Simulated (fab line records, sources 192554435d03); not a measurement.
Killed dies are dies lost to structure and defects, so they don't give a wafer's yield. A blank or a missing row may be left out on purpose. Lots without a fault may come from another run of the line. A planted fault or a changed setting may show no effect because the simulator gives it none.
Chamber matching | flow n5_finfet | N5_BEOL_M6_CMP_52 on cmp-04: 4 sister chambers
The step polishes, stops on SiCOH lowk, t overpolish 6.9 s, target thk 80 nm. 16 wafers are shown with their chamber, then 8 later ones without.

WAFERS WITH THEIR CHAMBER
wafer  | chamber | motor_current_A (A) | overpolish_run_s (s) | time_to_endpoint_s (s)
L079.1 | 0       | 5.8                 | 6.894                | 62
L079.3 | 3       | 5.3                 | 6.895                | 62
L079.6 | 2       | 5.9                 | 6.901                | 63
L080.3 | 2       | 5.8                 | 6.893                | 62
L080.4 | 3       | 5.7                 | 6.895                | 60
L080.5 | 2       | 5.9                 | 6.909                | 60
L084.2 | 1       | 5.9                 | 6.910                | 64
L084.3 | 2       | 6.1                 | 6.901                | 63
L084.6 | 1       | 5.7                 | 6.893                | 64
L084.1 | 0       | 5.7                 | 6.916                | 65
L084.4 | 3       | 5.4                 | 6.886                | 61
L084.5 | 2       | 5.5                 | 6.900                | 63
L085.2 | 1       | 5.9                 | 6.893                | 61
L085.5 | 3       | 5.3                 | 6.898                | 65
L085.6 | 0       | 6.0                 | 6.925                | 66
L086.1 | 2       | 6.2                 | 6.892                | 65

SIGNATURES (means of the wafers above)
reading            | chamber 0 | chamber 1 | chamber 2 | chamber 3 | scatter within a chamber
motor_current_A    | 5.833     | 5.833     | 5.900     | 5.425     | 0.2
overpolish_run_s   | 6.91167   | 6.89867   | 6.89933   | 6.89350   | 0.00902
time_to_endpoint_s | 64.33     | 63.00     | 62.67     | 62.00     | 1.87
Rule: a wafer's distance from a chamber is the root of the sum, over the readings, of the square of ((its reading less the chamber's mean) divided by the reading's scatter). The wafer belongs to the nearest chamber; if the next one is less than 2 further off, it can't be placed. The scatter: the root of (the sum of the squares of (reading less its chamber's mean) over the shown wafers, divided by (wafers less chambers)).

WAFERS WITHOUT THEIR CHAMBER
wafer  | motor_current_A (A) | overpolish_run_s (s) | time_to_endpoint_s (s)
L086.3 | 6.0                 | 6.914                | 63
L086.5 | 6.0                 | 6.911                | 57
L089.1 | 5.3                 | 6.901                | 57
L089.4 | 5.9                 | 6.898                | 59
L089.5 | 5.5                 | 6.897                | 62
L094.1 | 5.8                 | 6.910                | 60
L094.5 | 5.5                 | 6.883                | 64
L094.6 | 5.9                 | 6.910                | 58

WHICH CHAMBER EACH WENT THROUGH
wafer  | from the rows above               | in truth
L086.3 | can't be placed: 0 or 2 or 1      | 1
L086.5 | can't be placed: 2 or 1 or 0 or 3 | 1
L089.1 | can't be placed: 3 or 1 or 2      | 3
L089.4 | can't be placed: 2 or 1 or 3 or 0 | 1
L089.5 | can't be placed: 3 or 1 or 2      | 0
L094.1 | can't be placed: 2 or 1 or 0 or 3 | 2
L094.5 | can't be placed: 3 or 1 or 2 or 0 | 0
L094.6 | can't be placed: 2 or 1 or 0 or 3 | 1
Placed correctly: 0 of 8. Can't be placed from these rows: 8 (the true chamber is among the candidates in 7). Placed wrongly: 0.
